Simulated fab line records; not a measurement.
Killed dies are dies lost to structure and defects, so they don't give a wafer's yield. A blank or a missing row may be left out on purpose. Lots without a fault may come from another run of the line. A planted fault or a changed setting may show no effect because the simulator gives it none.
fab line records	flow n5Finfet
[record] lots = 11	wafers = 32	lastDay = 17
route steps=1938 shown SD_EPI_P@311 ILD0@343 PASSIVATION@1936
lots that met no fault: taken from a fault-free run of the same line
startH: hours from the record's first day to the start of the lot's first wafer shown	waitH: hours from the lot's prior step to this one	" same as the row above	L1.1+2: a row that stands for several wafers	- either no value or no given start	* or withheld: withheld	< > ~ a bound
route shown NAME@n: names a module that has steps shown in the file, with the first one's number in the route	usual: mean and standard deviation over wafers with no fault	same: alike in all rows	chamber/n: place in a boat	sites: per-site readings	_std_site: the standard deviation of these	_edge_site: inner sites' mean taken away from outer sites' mean	radiusMm: how far each site lies from the wafer's centre	mask NAME#n: copy n	behind: tool/chamber where the wafer was last shaped	hold: why the lot went on hold/how many hours it stayed there/how the hold came to an end	device: the transistor (n, p or np) that didn't switch	end of line: the tests these same wafers got at the end of their route	a step without rows: its recipe alone	killed: the dies lost at the first sort to structure and to defects; this is not the yield of the wafer	map: the dies of a wafer, with x for killed, . for not killed, _ for no die there
set.NAME: the setting the step ran with; set.NAME@STEP: the setting that earlier step ran with	model.NAME: the simulator's own value behind a step, which no gauge read
a sample of lots followed through the steps of the route, with each step as a table and each wafer as a row
services: from which hour (startH, from the record's first day; less than 0 if before it) a tool's chamber was out of use, for how many hours, and why
[[steps]]
[step N5_SD_EPI_P_ETCH_47]
[recipe] chemistry = CH3F/O2	target = SiOCN	targetDepthA = 250	maskMaterial = SOC	ionEnergyEv = 60	biasW = 29	pressureMtorr = 30	sourceW = 410	Ar_flow_sccm = 150	CH3F_flow_sccm = 30	O2_flow_sccm = 20
[usual] drypumpMotorCurrentA = 5.8/0.41	oesProductAu = 0.79/0.079	rfVppV = 126.6/2.5	showerheadPlenumPTorr = 2.00/0.071	throttleValvePct = 16.29/0.15
lot.wafer	tool	chamber	startH	waitH	drypumpMotorCurrentA	oesProductAu	rfHoursCounterH	rfVppV	showerheadPlenumPTorr	throttleValvePct
L758.1	rieDiel-01	2	66.28	0.1	5.1	0.85	60	124.0	1.96	16.33
L758.2	"	3	"	"	6.0	0.80	119	129.3	2.03	16.24
L758.5	"	3	"	"	6.0	0.80	-	126.0	2.03	16.24
L759.1	rieDiel-05	1	72.41	0.1	6.1	0.83	76	127.2	1.96	16.38
L759.2	"	3	"	"	6.2	0.74	188	124.1	2.06	16.25
L759.3	"	2	"	"	5.3	0.83	74	132.5	2.02	16.41
L760.2	rieDiel-04	3	77.86	0.1	5.7	0.70	217	126.8	1.89	16.42
L760.3	"	1	"	"	5.9	0.93	16	128.6	2.12	16.21
L760.6	"	3	"	"	5.7	0.70	-	126.4	1.89	16.44
L764.3	rieDiel-04	1	100.86	0.1	5.8	0.91	22	127.3	2.12	16.22
L764.5	"	2	"	"	5.5	0.67	-	127.4	1.89	16.41
L766.2	rieDiel-04	3	116.98	0.1	5.7	0.69	228	126.1	1.89	16.45
L766.3	"	0	"	"	5.1	0.78	135	125.4	2.01	16.23
L766.6	"	1	"	"	5.8	0.90	-	127.0	2.12	16.22
L771.1	rieDiel-04	1	145.24	0.1	5.9	0.89	38	127.5	2.12	16.24
L771.2	"	2	"	"	5.6	0.98	0	131.4	2.14	15.97
L771.6	"	2	"	"	5.6	0.97	-	130.1	2.14	15.93
L774.1	rieDiel-04	3	160.87	0.1	5.7	0.68	244	124.2	1.89	16.49
L774.2	"	2	"	"	5.6	0.94	5	129.3	2.14	15.94
L774.5	"	0	"	"	5.1	0.76	-	124.3	2.01	16.27
L775.1	rieDiel-04	0	168.33	0.1	5.1	0.76	154	122.4	2.00	16.29
L775.2	"	2	"	"	5.6	0.92	8	129.5	2.13	15.96
L775.5	"	2	"	"	5.6	0.93	-	130.5	2.13	15.94
L776.1	rieDiel-05	2	172.06	0.1	5.3	0.80	107	131.8	2.01	16.46
L776.2	"	3	"	"	6.2	0.72	221	123.4	2.05	16.33
L776.4	"	1	"	"	6.1	0.80	106	126.8	1.95	16.43
L778.2	rieDiel-05	0	185.95	0.1	5.9	0.94	11	129.9	2.04	16.16
L778.5	"	0	"	"	5.9	0.93	-	129.4	2.04	16.18
L778.6	"	1	"	"	6.1	0.80	-	127.3	1.95	16.45
L779.1	rieDiel-01	1	192.74	0.1	6.3	0.82	64	123.6	1.95	16.05
L779.4	"	3	"	"	6.0	0.77	-	126.3	2.02	16.29
L779.6	"	1	"	"	6.3	0.82	-	123.8	1.95	16.05
[step N5_SD_EPI_P_STRIP_40]
[recipe] chemistry = N2/H2	powerW = 1000	tempC = 250	h2Frac = 0.65	overashFraction = 0.3	pressureMtorr = withheld	n2FlowSccm = 1750	h2FlowSccm = 3250
[usual] drypumpMotorCurrentA = 5.8/0.52	heaterPowerW = 351/9.4	oesProductAu = 0.761/0.011
lot.wafer	tool	chamber	startH	waitH	drypumpMotorCurrentA	heaterPowerW	oesProductAu	rfHoursCounterH
L758.1	plasmaAsher-01	0	66.60	0.0	6.5	342	0.778	86
L758.2	"	1	"	"	6.0	355	0.777	86
L758.5	"	0	"	"	6.4	342	0.777	-
L759.1	plasmaAsher-02	0	72.76	0.0	5.3	359	0.768	35
L759.2	"	1	"	"	5.2	355	0.743	35
L759.3	"	1	"	"	5.2	355	0.745	-
L760.2	plasmaAsher-01	1	78.19	0.0	6.0	353	0.781	89
L760.3	"	0	"	"	6.4	336	0.757	-
L760.6	"	1	"	"	6.0	349	0.776	-
L764.3	plasmaAsher-01	0	101.20	0.0	6.5	340	0.748	-
L764.5	"	0	"	"	6.4	347	0.761	-
L766.2	plasmaAsher-02	0	117.30	0.0	5.2	351	0.767	43
L766.3	"	0	"	"	5.2	352	0.750	-
L766.6	"	1	"	"	5.2	354	0.759	-
L771.1	plasmaAsher-02	1	145.56	0.0	5.2	368	0.762	48
L771.2	"	0	"	"	5.3	359	0.758	48
L771.6	"	0	"	"	5.2	352	0.755	-
L774.1	plasmaAsher-01	0	161.18	0.0	6.5	349	0.746	107
L774.2	"	1	"	"	6.0	356	0.756	107
L774.5	"	1	"	"	6.0	347	0.768	-
L775.1	plasmaAsher-01	1	168.65	0.0	6.0	347	0.767	109
L775.2	"	0	"	"	6.4	343	0.743	109
L775.5	"	1	"	"	6.0	345	0.768	-
L776.1	plasmaAsher-02	0	172.38	0.0	5.3	355	0.755	53
L776.2	"	1	"	"	5.2	362	0.769	53
L776.4	"	0	"	"	5.2	348	0.754	-
L778.2	plasmaAsher-01	1	186.27	0.0	6.0	351	0.745	112
L778.5	"	1	"	"	6.0	349	0.754	-
L778.6	"	0	"	"	6.5	338	0.761	-
L779.1	plasmaAsher-01	0	193.06	0.0	6.4	336	0.767	113
L779.4	"	1	"	"	6.0	361	0.755	-
L779.6	"	1	"	"	6.0	340	0.756	-
[step N5_ILD0_ALD_15]
[recipe] material = SiNx	targetThkA = 240	tempC = 400	aldPrecursorFamily = SiH2I2	aldCoReactant = N2/H2-plasma	pulseTimeS = 1	aldCycles = 480	purgeTimeS = 2	coReactantPurgeTimeS = 2	pressureTorr = 2
[usual] heaterPowerW = 821/120	precursorPulseHeightRel = 0.998/0.021
[same] purgeTimeS = 2
lot.wafer	tool	chamber	startH	waitH	heaterPowerW	precursorPulseHeightRel
L758.1	aldSin-01	3	75.22	0.8	917	0.988
L758.2	"	1	"	"	900	1.011
L758.5	"	3	76.30	1.3	934	1.008
L759.1	aldSin-03	2	80.39	0.6	679	0.972
L759.2	"	1	"	"	587	0.972
L759.3	"	0	"	"	1011	0.998
L760.2	aldSin-02	1	85.78	0.5	843	1.012
L760.3	"	3	"	"	881	0.994
L760.6	"	1	86.87	1.1	828	0.965
L764.3	aldSin-03	0	108.81	0.4	1021	1.009
L764.5	"	1	109.90	1.3	578	1.008
L766.2	aldSin-03	3	124.69	0.5	814	1.007
L766.3	"	1	"	"	605	1.009
L766.6	"	2	125.77	1.1	690	0.978
L771.1	aldSin-03	3	152.96	0.6	831	0.989
L771.2	"	2	"	"	689	1.019
L771.6	"	2	154.05	1.1	679	0.990
L774.1	aldSin-01	0	168.70	0.6	787	1.013
L774.2	"	3	"	"	881	0.990
L774.5	"	0	169.79	1.2	814	0.964
L775.1	aldSin-02	1	177.16	1.4	853	0.967
L775.2	"	3	"	"	868	0.975
L775.5	"	0	178.25	2.0	1016	0.983
L776.1	aldSin-02	3	179.97	0.6	883	1.015
L776.2	"	0	"	"	1010	0.965
L776.4	"	2	"	"	872	1.023
L778.2	aldSin-01	1	194.28	0.5	869	0.993
L778.5	"	3	195.36	1.2	876	1.003
L778.6	"	0	"	"	810	1.018
L779.1	aldSin-02	1	200.84	0.6	844	0.983
L779.4	"	2	"	"	878	1.013
L779.6	"	2	201.93	1.1	867	1.022
[step N5_ILD0_CMP_12]
[recipe] stopOn = poly-Si	material = SiNx	tOverpolishS = 6	postCmpClean = alkalineBrush	downForcePsi = 2.5	platenRpm = 51.8	padVelocityMS = 1.0307	targetThkNm = 17.67
[usual] motorCurrentA = 9.1/1	overpolishRunS = 6.000/0.0092	slurryFilterDpKPa = 13.50/0.15	timeToEndpointS = 29.0/2.6
[same] tOverpolishS = 6
lot.wafer	tool	chamber	startH	waitH	motorCurrentA	overpolishRunS	slurryFilterDpKPa	timeToEndpointS
L758.1	cmp-03	2	77.45	1.2	10.2	5.988	13.54	28.3
L758.2	"	3	"	"	10.7	6.007	13.55	28.5
L758.5	"	2	"	"	10.1	5.990	13.56	24.8
L759.2	cmp-02	1	82.62	1.2	9.0	5.989	13.48	30.4
L759.1	"	2	"	"	9.4	6.003	13.45	33.0
L759.3	"	3	"	"	8.4	6.011	13.68	28.8
L760.3	cmp-03	3	88.02	1.2	11.2	5.997	13.21	32.0
L760.2	"	1	"	"	10.4	5.989	13.62	31.9
L760.6	"	3	"	"	10.9	5.997	13.44	31.2
L764.3	cmp-03	2	111.13	1.2	10.4	5.990	13.54	12.8
L764.5	"	3	"	"	11.0	6.010	13.51	29.4
L766.2	cmp-03	1	126.89	1.1	10.4	6.002	13.46	15.2
L766.3	"	2	"	"	10.2	6.000	13.76	9.9
L766.6	"	2	"	"	10.1	6.000	13.38	26.4
L771.1	cmp-02	1	155.20	1.2	8.7	6.000	13.55	29.3
L771.2	"	3	"	"	7.7	6.014	13.39	28.9
L771.6	"	0	"	"	9.1	5.994	13.32	32.2
L774.2	cmp-04	2	170.90	1.1	8.3	6.003	13.39	32.0
L774.1	"	0	"	"	8.1	6.000	13.54	29.5
L774.5	"	2	"	"	8.4	6.014	13.46	29.8
L775.1	cmp-02	3	179.40	1.2	8.0	5.998	13.61	31.2
L775.2	"	1	"	"	9.5	6.000	13.55	33.1
L775.5	"	3	"	"	7.4	6.010	13.52	30.4
L776.2	cmp-04	1	182.17	1.1	8.3	5.984	13.51	25.0
L776.1	"	2	"	"	8.1	6.011	13.53	30.6
L776.4	"	3	"	"	7.3	5.998	13.57	28.3
L778.2	cmp-04	0	196.52	1.2	8.2	5.994	13.62	29.1
L778.6	"	3	"	"	7.1	5.993	13.51	27.9
L778.5	"	0	"	"	8.1	6.003	13.48	29.6
L779.4	cmp-04	2	203.08	1.2	8.9	5.999	13.28	29.0
L779.1	"	0	"	"	8.4	5.996	13.41	27.8
L779.6	"	1	"	"	9.0	6.008	13.50	23.5
[step N5_PASSIVATION_PROBE_49]
[usual] killed_at_M0_to_M3 = 34/12	killed_at_M4_up = 12/4.9	killedAtContacts = 13/7.2	killedAtFrontEnd = 39/12	killedAtOther = 3.7/2.9	killedDies = 101/18	killedOnRim = 13/4	killedOpen = 67/14	killedShort = 33/7.2
[same] grossDies = 1180	killedAtBackSide = 0
lot.wafer	tool	chamber	startH	waitH	killed_at_M0_to_M3	killed_at_M4_up	killedAtContacts	killedAtFrontEnd	killedAtOther	killedDies	killedOnRim	killedOpen	killedShort
L766.2	prober-01	-	339.06	0.1	34	9	10	57	3	113	8	64	46
L766.3	prober-01	-	339.11	0.1	31	11	12	86	8	148	25	98	46
L766.6	prober-01	-	339.26	0.3	35	13	18	44	5	115	20	71	39
L771.1	prober-01	-	373.71	0.0	30	16	16	40	2	104	9	70	34
L771.2	prober-01	-	373.76	0.1	38	19	6	39	6	108	12	60	48
L771.6	prober-01	-	373.96	0.3	30	5	7	51	2	95	15	58	37
L776.1	prober-01	-	393.16	0.0	27	9	7	24	1	68	12	41	26
L776.2	prober-01	-	393.21	0.1	37	15	9	58	1	120	13	87	33
L776.4	prober-01	-	393.31	0.2	29	10	9	42	5	95	12	48	46
// killed by level:class
L766.2 STI_FIN_REVEAL:geometricParticle:open=12 FIN_SAQP:geometricParticle:short=11 BEOL_M0_SAQP:geometricParticle:open=11 BEOL_M0_SAQP:geometricParticle:short=10 MOL_CONTACT_COAG:geometricParticle:open=8 GATE_CUT:geometricParticle:open=6 BEOL_M1:geometricParticle:open=5 FIN_SAQP:geometricParticle:open=4
L766.3 FIN_SAQP:geometricParticle:open=20 STI_FIN_REVEAL:geometricParticle:open=17 FIN_SAQP:geometricParticle:short=10 MOL_CONTACT_COAG:geometricParticle:open=10 GATE_CUT:geometricParticle:short=9 BEOL_M0_SAQP:geometricParticle:short=8 BEOL_M2:geometricParticle:open=6 DUMMY_GATE:geometricParticle:open=6
L766.6 MOL_CONTACT_COAG:geometricParticle:open=14 BEOL_M0_SAQP:geometricParticle:open=11 FIN_SAQP:geometricParticle:short=10 BEOL_M4:geometricParticle:open=8 FIN_SAQP:geometricParticle:open=7 BEOL_M0_SAQP:geometricParticle:short=6 BEOL_M3:geometricParticle:open=6 BEOL_M2:geometricParticle:open=5
L771.1 BEOL_M4:geometricParticle:open=13 FIN_SAQP:geometricParticle:open=12 MOL_CONTACT_COAG:geometricParticle:open=10 BEOL_M2:geometricParticle:open=10 BEOL_M0_SAQP:geometricParticle:short=7 GATE_CUT:geometricParticle:short=6 MOL_CONTACT_COAG:geometricParticle:short=6 FIN_SAQP:geometricParticle:short=5
L771.2 FIN_SAQP:geometricParticle:open=10 BEOL_M4:geometricParticle:open=10 BEOL_M0_SAQP:geometricParticle:short=9 BEOL_M2:geometricParticle:open=9 FIN_SAQP:geometricParticle:short=7 STI_FIN_REVEAL:geometricParticle:open=7 GATE_CUT:geometricParticle:short=5 MOL_CONTACT_COAG:geometricParticle:open=5
L771.6 STI_FIN_REVEAL:geometricParticle:open=10 FIN_SAQP:geometricParticle:short=9 FIN_SAQP:geometricParticle:open=9 BEOL_M2:geometricParticle:open=8 GATE_CUT:geometricParticle:short=7 MOL_CONTACT_COAG:geometricParticle:open=7 BEOL_M3:geometricParticle:short=6 GATE_CUT:geometricParticle:open=5
L776.1 FIN_SAQP:geometricParticle:open=11 BEOL_M2:geometricParticle:open=8 FIN_SAQP:geometricParticle:short=7 MOL_CONTACT_COAG:geometricParticle:open=5 BEOL_M1:geometricParticle:open=5 BEOL_M0_SAQP:geometricParticle:short=3 BEOL_M0_SAQP:geometricParticle:open=3 BEOL_M1:geometricParticle:short=3
L776.2 FIN_SAQP:geometricParticle:open=18 BEOL_M3:geometricParticle:open=14 BEOL_M2:geometricParticle:open=8 FIN_SAQP:geometricParticle:short=7 BEOL_M4:geometricParticle:open=7 DUMMY_GATE:geometricParticle:open=6 MOL_CONTACT_COAG:geometricParticle:open=6 STARTING-WAFER:geometricParticle:open=6
L776.4 FIN_SAQP:geometricParticle:short=9 BEOL_M0_SAQP:geometricParticle:short=9 STI_FIN_REVEAL:geometricParticle:open=8 BEOL_M1:geometricParticle:open=7 MOL_CONTACT_COAG:geometricParticle:open=6 BEOL_M3:geometricParticle:open=6 ILD0:geometricParticle:short=5 GATE_CUT:geometricParticle:short=5
[[services]]
tool	chamber	startH	hours	kind
cmp-02	-	50.01	2.6	repair
aldSin-02	-	50.88	1.8	repair
rieDiel-04	1	56.27	4.2	repair
rieDiel-05	-	60.59	0.6	repair
cmp-03	-	67.46	6.0	pm
aldSin-02	0	76.05	8.1	repair
cmp-03	-	79.05	1.3	repair
rieDiel-04	0	80.56	7.8	repair
cmp-02	-	84.88	4.3	repair
aldSin-01	-	85.84	14.0	pm
aldSin-02	-	95.70	6.0	pm
aldSin-03	-	111.26	6.0	pm
aldSin-02	3	123.38	3.3	repair
rieDiel-05	1	126.84	5.4	repair
cmp-02	-	128.26	1.0	repair
cmp-02	-	135.48	4.0	pm
aldSin-02	-	140.54	0.7	repair
plasmaAsher-02	-	148.95	4.9	repair
cmp-04	-	167.18	0.8	repair
cmp-03	-	169.80	1.1	repair
cmp-03	-	183.45	1.4	repair
plasmaAsher-01	-	189.66	1.4	repair
cmp-04	-	194.39	0.8	repair
rieDiel-04	0	202.29	6.5	repair
[[key]]
[firstSign] step = N5_ILD0_CMP_12	reading = timeToEndpointS	direction = down	sigmas = 6.2	usual = *	struck = *
effect none on later readings
metAt N5_ILD0_CMP_12
struckLots L764,L766
struckWafers L764.3,L766.2,L766.3
testerLeftOut L764,L766
notActingAt N5_SD_EPI_P_ETCH_47,N5_SD_EPI_P_STRIP_40,N5_ILD0_ALD_15
onsetBetween 88.02 111.13
[fault] kind = processParameterDrift	tool = cmp-03	chamber = -	onsetH = 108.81	steps = N5_ILD0_CMP_12	channel = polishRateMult	offset = 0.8	shape = step	endH = 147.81	scope = struckWafersOnly
// testerLeftOut: of these lots the tester's yield and bins aren't shown, on N5 and GAA mostly nor the transistor test; their killed dies are dies lost to structure and defects alone, not to doping, threshold or leakage, so they don't give the yield
